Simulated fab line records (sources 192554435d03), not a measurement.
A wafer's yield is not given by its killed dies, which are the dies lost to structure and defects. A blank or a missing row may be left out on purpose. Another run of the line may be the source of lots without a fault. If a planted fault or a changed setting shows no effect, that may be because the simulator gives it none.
Matching of chambers / flow n5_finfet / N5_HKMG_FIN_ETCH_54 on rie_diel-04: 4 sister chambers
The step etches SiARC in CF4, target depth 45.5 nm, time 75.8 s. 4 wafers are shown with their chamber, then 7 later ones without.

== EACH WAFER AND ITS CHAMBER ==
wafer=L087.1; chamber=1; showerhead_plenum_p_Torr (Torr)=2.19
wafer=L087.5; chamber=3; showerhead_plenum_p_Torr (Torr)=2.03
wafer=L091.1; chamber=0; showerhead_plenum_p_Torr (Torr)=2.15
wafer=L091.2; chamber=2; showerhead_plenum_p_Torr (Torr)=2.06

== WAFERS WITH NO CHAMBER GIVEN ==
wafer=L091.6; showerhead_plenum_p_Torr (Torr)=2.06
wafer=L096.2; showerhead_plenum_p_Torr (Torr)=2.14
wafer=L096.4; showerhead_plenum_p_Torr (Torr)=2.05
wafer=L096.5; showerhead_plenum_p_Torr (Torr)=2.18
wafer=L097.2; showerhead_plenum_p_Torr (Torr)=2.02
wafer=L097.3; showerhead_plenum_p_Torr (Torr)=2.18
wafer=L097.6; showerhead_plenum_p_Torr (Torr)=2.05

== WHICH CHAMBER EACH WENT THROUGH ==
wafer=L091.6; from the rows above=2; in truth=2
wafer=L096.2; from the rows above=0; in truth=0
wafer=L096.4; from the rows above=can't be placed: 2 or 3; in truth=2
wafer=L096.5; from the rows above=1; in truth=1
wafer=L097.2; from the rows above=3; in truth=3
wafer=L097.3; from the rows above=1; in truth=1
wafer=L097.6; from the rows above=can't be placed: 2 or 3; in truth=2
Correct placement for 5 of the 7. From these rows, 2 cannot be placed; in 2 the true chamber is one of the candidates. Number placed wrongly: 0.
How it was worked out, from the rows above alone: a wafer's distance from a chamber is the root of the sum, over the readings, of the square of ((its reading less the chamber's mean) divided by the reading's scatter). If the next closest chamber is less than 2 further off than the closest, the wafer can't be placed; otherwise it belongs to the closest. For every chamber, the mean is computed from those of its wafers that are shown. The scatter: with one shown wafer a chamber, the root of the mean of the squares of how far each hidden wafer lies from its nearest shown one.
